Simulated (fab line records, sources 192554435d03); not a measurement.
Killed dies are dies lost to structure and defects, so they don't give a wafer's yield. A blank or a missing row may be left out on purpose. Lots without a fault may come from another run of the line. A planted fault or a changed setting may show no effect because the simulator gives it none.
Split-lot experiment | flow n5_finfet | 7 lots, 21 wafers read, on a route of 1938 steps

THE SPLIT
At N5_HKMG_FIN_DESCUM_53 (chemistry O2, time 7.9 s), the setting time_s was moved away from the recipe's 7.9 s on 5 of the 21 wafers read, by -22.4% to +20.5%. The other wafers ran this setting at the recipe's value.

The file shows no step between the split and the reading.

THE READING
CAR-ArF_of_HKMG_FIN_COAT_43.thk_nm (the simulator's own value, which no gauge read), in nm, at N5_HKMG_FIN_ETCH_54 (etches SiARC in CF4, target depth 45.5 nm, time 75.8 s). The file gives no usual value for it. The 16 wafers here that ran the recipe average 51.0 nm, standard deviation 0.35 nm.

wafer  | tool, chamber at the split | time_s as run, s | against the recipe | CAR-ArF_of_HKMG_FIN_COAT_43.thk_nm, nm | against lot-mates on the recipe
L077.1 | rie_diel-03, 1,0           | 7.9              | recipe             | 51.4                                   | -
L077.2 | rie_diel-03, 2             | 7.9              | recipe             | 51                                     | -
L077.6 | rie_diel-03, 1,0           | 7.9              | recipe             | 51.4                                   | -
L080.1 | rie_diel-03, 1             | 9.435            | +19.4%             | 50.4                                   | -0.6
L080.3 | rie_diel-03, 2             | 9.435            | +19.4%             | 50                                     | -1.0
L080.4 | rie_diel-03, 3             | 7.9              | recipe             | 51                                     | -
L081.1 | rie_diel-03, 0             | 7.9              | recipe             | 50.2                                   | -
L081.4 | rie_diel-03, 1             | 6.13             | -22.4%             | 51.6                                   | +1.3
L081.6 | rie_diel-03, 3             | 7.9              | recipe             | 50.4                                   | -
L086.1 | rie_diel-06, 0,2           | 7.9              | recipe             | 51.2                                   | -
L086.3 | rie_diel-06, 1             | 9.52             | +20.5%             | 50.4                                   | -0.8
L086.5 | rie_diel-06, 0,2           | 7.9              | recipe             | 51.2                                   | -
L090.2 | rie_diel-06, 2             | 7.9              | recipe             | 51.2                                   | -
L090.3 | rie_diel-06, 1             | 7.9              | recipe             | 50.6                                   | -
L090.5 | rie_diel-06, 1             | 8.683            | +9.9%              | 50.4                                   | -0.5
L092.2 | rie_diel-06, 1,3           | 7.9              | recipe             | 50.8                                   | -
L092.4 | rie_diel-06, 1,3           | 7.9              | recipe             | 50.8                                   | -
L092.6 | rie_diel-06, 3             | 7.9              | recipe             | 51                                     | -
L096.1 | rie_diel-06, 3,0           | 7.9              | recipe             | 51.2                                   | -
L096.2 | rie_diel-06, 3,0           | 7.9              | recipe             | 51.2                                   | -
L096.6 | rie_diel-06, 2             | 7.9              | recipe             | 51.4                                   | -
Where a row lists several chambers, the file gives one row for several wafers and doesn't say which wafer went through which chamber.

THE FIT
A straight line over all 21 wafers: CAR-ArF_of_HKMG_FIN_COAT_43.thk_nm changes by -0.0346 nm for each +1% of time_s; r = -0.70; the points scatter about the line by 0.33 nm.
The same after taking each lot's own level away (the mean of its wafers on the recipe; 21 wafers): -0.0467 nm for each +1%; r = -0.93; scatter 0.17 nm.
On that fit, the largest move of time_s shifts the reading by 1 nm.
The lots' own levels span 50.30 to 51.27 nm, that is 2.8 times the standard deviation above.
So the lot-to-lot level blurs the effect unless lot-mates are compared.
Check: with one of the wafers moved furthest among these (-22.4%) left out of the fit, the line predicts +0.916 nm for it against its lot-mates. It came out at +1.3 nm against them.

OTHER SPLITS ON THESE WAFERS
These wafers also went through other splits before the reading. Each is held against what the fit with the lots' levels taken away leaves over:
other split on the same wafers       | wafers away from the commonest value | r with CAR-ArF_of_HKMG_FIN_COAT_43.thk_nm (lot level and that fit taken away)
N5_SD_EPI_P_EPI_21 epi_growth_time_s | 7                                    | -0.08
N5_SD_ACTIVATION_LSA_01 temp_c       | 11                                   | +0.06
N5_SDB_COAT_03 spin_rpm              | 7                                    | -0.21
N5_SDB_COAT_04 time_s                | 8                                    | -0.16

THE WHOLE CHAIN: every reading that the file lists as answering this split, in the file's order
step                  | what it does                                           | reading                                                                             | change (the file's fit)                | r (the file's)
N5_HKMG_FIN_DESCUM_53 | chemistry O2, time 7.9 s                               | CAR-ArF_of_HKMG_FIN_COAT_43.thk_nm (the simulator's own value, which no gauge read) | -0.0441 nm for each +1% of the setting | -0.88
N5_HKMG_FIN_ETCH_54   | etches SiARC in CF4, target depth 45.5 nm, time 75.8 s | etch_rf_on_time_s                                                                   | withheld for each +1% of the setting   | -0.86
N5_HKMG_FIN_ETCH_54   | etches SiARC in CF4, target depth 45.5 nm, time 75.8 s | CAR-ArF_of_HKMG_FIN_COAT_43.thk_nm (the simulator's own value, which no gauge read) | -0.0472 nm for each +1% of the setting | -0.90

THE FILE'S OWN FIT
CAR-ArF_of_HKMG_FIN_COAT_43.thk_nm changes by -0.0472 nm for each +1% of time_s, r = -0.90.
